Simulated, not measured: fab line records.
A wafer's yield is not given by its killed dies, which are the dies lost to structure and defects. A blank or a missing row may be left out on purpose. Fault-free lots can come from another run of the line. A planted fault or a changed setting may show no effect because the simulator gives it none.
The tool behind it: which one? -- flow nandHarc -- 10 lots, 30 wafers sampled, at 7 steps of a route of 1302

== WHAT EACH GAUGE READ, for each wafer ==
NHARC_A_CHANNEL_HOLE_D2_OVL_MEAS_11.
lot,measured,on,overlayXNm (nm),overlayYNm (nm)
L715,day 14 21:27,overlay-01,-0.6 -1.1 -0.8,-0.1 0.2 -0.4
L713,day 14 21:40,overlay-02,-1.6 -2.4 -1.2,-1.3 -1.2 -1.1
L714,day 14 22:22,overlay-01,-1.0 -0.7 -0.5,1.4 2.1 1.0
L722,day 18 16:18,overlay-02,1.0 0.7 0.0,0.1 0.1 -0.1
L724,day 19 07:16,overlay-02,1.8 1.1 1.0,-2.3 -2.2 -1.8
L723,day 19 07:31,overlay-01,-0.4 -0.9 -0.6,-1.6 -1.6 -1.6
L726,day 19 22:35,overlay-02,-1.3 -0.8 -0.2,1.0 0.9 1.1
L728,day 20 06:45,overlay-02,-1.1 -1.2 -1.5,-0.1 0.3 0.1
L727,day 20 07:32,overlay-01,0.8 0.9 -0.1,-0.3 -0.4 -0.5
L730,day 21 20:29,overlay-02,-0.2 0.0 0.5,0.6 0.0 0.4

NHARC_A_CHANNEL_HOLE_D2_CD_MEAS_31.
lot,measured,on,cdNm (nm)
L715,day 15 04:15,cdSem-01,0.9 -0.1 2.2
L713,day 15 07:17,cdSem-02,-0.7 4.4 2.8
L714,day 15 08:24,cdSem-02,89.0 89.1 89.3
L722,day 18 23:07,cdSem-02,92.3 92.1 92.3
L724,day 19 14:25,cdSem-02,89.8 91.0 89.9
L723,day 19 16:37,cdSem-02,91.0 89.7 89.2
L726,day 20 05:23,cdSem-03,92.6 93.1 90.9
L728,day 20 14:37,cdSem-01,93.3 92.7 92.3
L727,day 20 15:28,cdSem-01,88.2 92.1 90.2
L730,day 22 03:17,cdSem-03,89.4 90.5 91.5

NHARC_END_SORT_01.
lot,measured,on,killedAtArray,killedAtOther,killedAtPeriphery,killedDies,killedOpen,killedShort
L715,day 26 05:04,prober-02,674 673 674,0 0 0,3 4 3,677 677 677,5 4 4,4 1 3
L713,day 26 05:42,prober-01,669 672 664,3 1 6,5 4 7,677 677 677,1 1 0,3 1 2
L723,day 30 06:09,prober-01,66 74,1 0,0 2,67 76,4 3,2 0
L726,day 30 20:25,prober-02,51 66 70,0 1 0,1 1 1,52 68 71,2 2 0,0 2 1
L728,day 31 09:56,prober-01,76 64 83,5 4 0,3 4 4,84 72 87,3 2 4,4 4 2
L727,day 31 10:04,prober-02,81 75 76,0 0 0,1 4 2,82 79 78,1 7 2,1 3 4

== WHAT TOOL EACH LOT RAN ON (gives the tool, then ch and the chambers of the sampled wafers, and finally the start) ==
lot,NHARC_A_CHANNEL_HOLE_D2_ETCH_34,NHARC_A_CHANNEL_HOLE_D2_ETCH_21,NHARC_A_CHANNEL_HOLE_D2_ETCH_24,NHARC_A_CHANNEL_HOLE_D2_XSEM_32
L715,"rieDiel-02 ch 0,1,2, day 14 23:10 or earlier","harEtch-02 ch 0,1, day 14 23:10","harEtch-02 ch 0,1, day 15 00:52","xsem-01 ch 0, day 15 04:20"
L713,"rieDiel-01 ch 0,3, day 15 01:20 or earlier","harEtch-01 ch 0,1, day 15 01:20","harEtch-01 ch 0,1, day 15 03:05","xsem-02 ch 0, day 15 07:23"
L714,"rieDiel-13 ch 0,1,3, day 15 03:23 or earlier","harEtch-02 ch 0,1, day 15 03:23","harEtch-02 ch 0,1, day 15 05:10","xsem-01 ch 0, day 15 08:29"
L722,"rieDiel-01 ch 0,1,2, day 18 18:01 or earlier","harEtch-01 ch 0,1, day 18 18:01","harEtch-01 ch 0,1, day 18 19:44","xsem-02 ch 0, day 18 23:13"
L724,"rieDiel-13 ch 0,1,3, day 19 09:19 or earlier","harEtch-02 ch 0,1, day 19 09:19","harEtch-02 ch 0,1, day 19 11:07","xsem-02 ch 0, day 19 14:30"
L723,"rieDiel-01 ch 0,2,3, day 19 11:23 or earlier","harEtch-01 ch 0,1, day 19 11:23","harEtch-01 ch 0,1, day 19 13:05","xsem-01 ch 0, day 19 16:42"
L726,"rieDiel-01 ch 0,2,3, day 20 00:26 or earlier","harEtch-01 ch 0,1, day 20 00:26","harEtch-01 ch 0,1, day 20 02:14","xsem-02 ch 0, day 20 05:29"
L728,"rieDiel-02 ch 2,3, day 20 09:31 or earlier","harEtch-01 ch 0,1, day 20 09:31","harEtch-01 ch 0,1, day 20 11:13","xsem-01 ch 0, day 20 14:41"
L727,"rieDiel-13 ch 1,2, day 20 10:22 or earlier","harEtch-02 ch 0,1, day 20 10:22","harEtch-02 ch 0,1, day 20 12:04","xsem-02 ch 0, day 20 15:34"
L730,"rieDiel-01 ch 0,1, day 21 22:16 or earlier","harEtch-02 ch 0,1, day 21 22:16","harEtch-02 ch 0,1, day 22 00:01","xsem-01 ch 0, day 22 03:22"
- NHARC_A_CHANNEL_HOLE_D2_ETCH_34: etches the open film in CF4/CHF3, target depth 154 nm, time 77 s.
- NHARC_A_CHANNEL_HOLE_D2_ETCH_21: etches the open film in C4F8/O2/Ar, time 514.3 s, target depth 1600 nm.
- NHARC_A_CHANNEL_HOLE_D2_ETCH_24: etches the open film in C4F8/O2/Ar, time 906.2 s, target depth 1500 nm.
- NHARC_A_CHANNEL_HOLE_D2_XSEM_32

== WHAT THE TOOLS THEMSELVES READ (means of the sampled wafers that have a number; where no wafer has one, the mark that the record gives instead) ==
NHARC_A_CHANNEL_HOLE_D2_ETCH_34.
lot,tool,biasW (W),cf4FlowSccm (sccm),drypumpMotorCurrentA (A),mfcArSccm (sccm),oesProductAu (a.u.),rfVppV (V),showerheadPlenumPTorr (Torr),throttleValvePct (%)
L715,rieDiel-02,200.3,100.0,5.8,0.023,0.962,370.6,1.56,16.800
L713,rieDiel-01,199.9,100.1,5.7,0.009,0.955,372.7,1.64,16.808
L714,rieDiel-13,200.1,99.9,6.0,0.003,0.904,371.3,1.60,16.797
L722,rieDiel-01,200.7,100.3,6.0,0.015,0.972,368.2,1.51,16.796
L724,rieDiel-13,199.9,100.2,6.0,0.003,0.963,372.0,1.59,16.806
L723,rieDiel-01,200.0,99.9,5.8,0.009,0.957,370.9,1.57,16.805
L726,rieDiel-01,200.0,100.3,5.8,0.009,0.981,371.2,1.57,16.800
L728,rieDiel-02,199.8,100.1,5.7,0.000,0.975,373.0,1.62,16.804
L727,rieDiel-13,199.3,100.2,6.0,0.019,0.993,371.6,1.59,16.807
L730,rieDiel-01,200.3,100.1,6.2,0.024,0.950,368.7,1.54,16.806

NHARC_A_CHANNEL_HOLE_D2_ETCH_21.
lot,tool,c4f8FlowSccm (sccm),chamberPressureMTorr (mTorr),drypumpMotorCurrentA (A),mfcArSccm (sccm),showerheadPlenumPTorr (Torr),throttleValvePct (%)
L715,harEtch-02,-,-,-,-,-,-
L713,harEtch-01,-,-,-,-,-,-
L714,harEtch-02,89.33,19.987,5.6,374.7,3.68,32.162
L722,harEtch-01,89.49,19.978,5.0,374.4,3.54,32.155
L724,harEtch-02,89.36,20.002,5.5,373.7,3.77,32.151
L723,harEtch-01,89.44,20.013,5.0,375.7,3.54,32.151
L726,harEtch-01,89.19,19.993,5.3,374.5,3.49,32.162
L728,harEtch-01,89.08,19.984,5.1,374.4,3.53,32.151
L727,harEtch-02,89.18,19.985,5.5,374.9,3.76,32.154
L730,harEtch-02,89.21,20.002,5.6,374.4,3.75,32.151

NHARC_A_CHANNEL_HOLE_D2_ETCH_24.
lot,tool,c4f8FlowSccm (sccm),chamberPressureMTorr (mTorr),drypumpMotorCurrentA (A),mfcArSccm (sccm),showerheadPlenumPTorr (Torr),throttleValvePct (%)
L715,harEtch-02,93.80,20.008,5.2,373.7,3.63,32.236
L713,harEtch-01,93.84,19.992,5.3,375.8,3.52,32.229
L714,harEtch-02,93.78,19.990,5.6,376.1,3.67,32.235
L722,harEtch-01,93.71,19.996,5.1,375.1,3.54,32.228
L724,harEtch-02,93.55,19.984,5.6,374.6,3.76,32.236
L723,harEtch-01,93.61,19.997,5.0,374.7,3.53,32.228
L726,harEtch-01,93.84,20.000,5.4,374.3,3.48,32.229
L728,harEtch-01,94.15,20.013,5.1,374.5,3.52,32.225
L727,harEtch-02,93.68,19.992,5.6,375.1,3.75,32.239
L730,harEtch-02,93.87,19.986,5.6,375.4,3.74,32.237

NHARC_A_CHANNEL_HOLE_D2_XSEM_32.
lot,tool,botCdNm (nm),bowNm (nm),tiltDeg (degrees)
L715,xsem-01,0.8,0.70,0.11
L713,xsem-02,2.0,0.66,0.16
L714,xsem-01,72.6,9.02,0.01
L722,xsem-02,76.2,9.27,0.10
L724,xsem-02,74.7,8.45,0.01
L723,xsem-01,73.7,8.62,0.07
L726,xsem-02,76.6,8.94,0.05
L728,xsem-01,77.3,8.84,0.11
L727,xsem-02,76.0,8.63,0.10
L730,xsem-01,74.5,8.77,0.03

== THE ANSWER, worked out from the rows above alone ==
Rule: what is usual is taken from the lots themselves. The widest of any qualifying gaps counts: lots, ordered by their means at a reading, are off when they make up no more than a third of the lots, leave a main group of 4 or more, and stand apart from it by 3 or more times the standard deviation of that group's means. A main group is skipped when, at the precision printed for the reading in the tables above, its means are all equal. Also off: a lot with no number at a reading for which 4 or more lots have one. Where the step has rows for the other lots, those lots are counted as sound. First the gauges in route order, then the tools' own readings, where a lot's mean is used as printed above. The first step at which some lot is off is used, and at that step the reading that is off furthest; a lot without a number counts as furthest.
Off: L715, L713 (NHARC_A_CHANNEL_HOLE_D2_CD_MEAS_31, cdNm). Mean 90.9 nm and standard deviation 1.2 in the main group.
A tool fits if, at a process step before that reading, it ran every lot that is off, and no sound lot after the first of them. The gauges at NHARC_A_CHANNEL_HOLE_D2_CD_MEAS_31 aren't tried: what is off there is off at NHARC_END_SORT_01 too, on other tools, and a gauge's error can't cause that. NHARC_A_CHANNEL_HOLE_D2_ETCH_34 gives no start for some lots, so the hours and the order of its lots are those of NHARC_A_CHANNEL_HOLE_D2_ETCH_21. No candidate that was tried fits.

== WHAT WAS PUT IN BY THE SIMULATOR ==
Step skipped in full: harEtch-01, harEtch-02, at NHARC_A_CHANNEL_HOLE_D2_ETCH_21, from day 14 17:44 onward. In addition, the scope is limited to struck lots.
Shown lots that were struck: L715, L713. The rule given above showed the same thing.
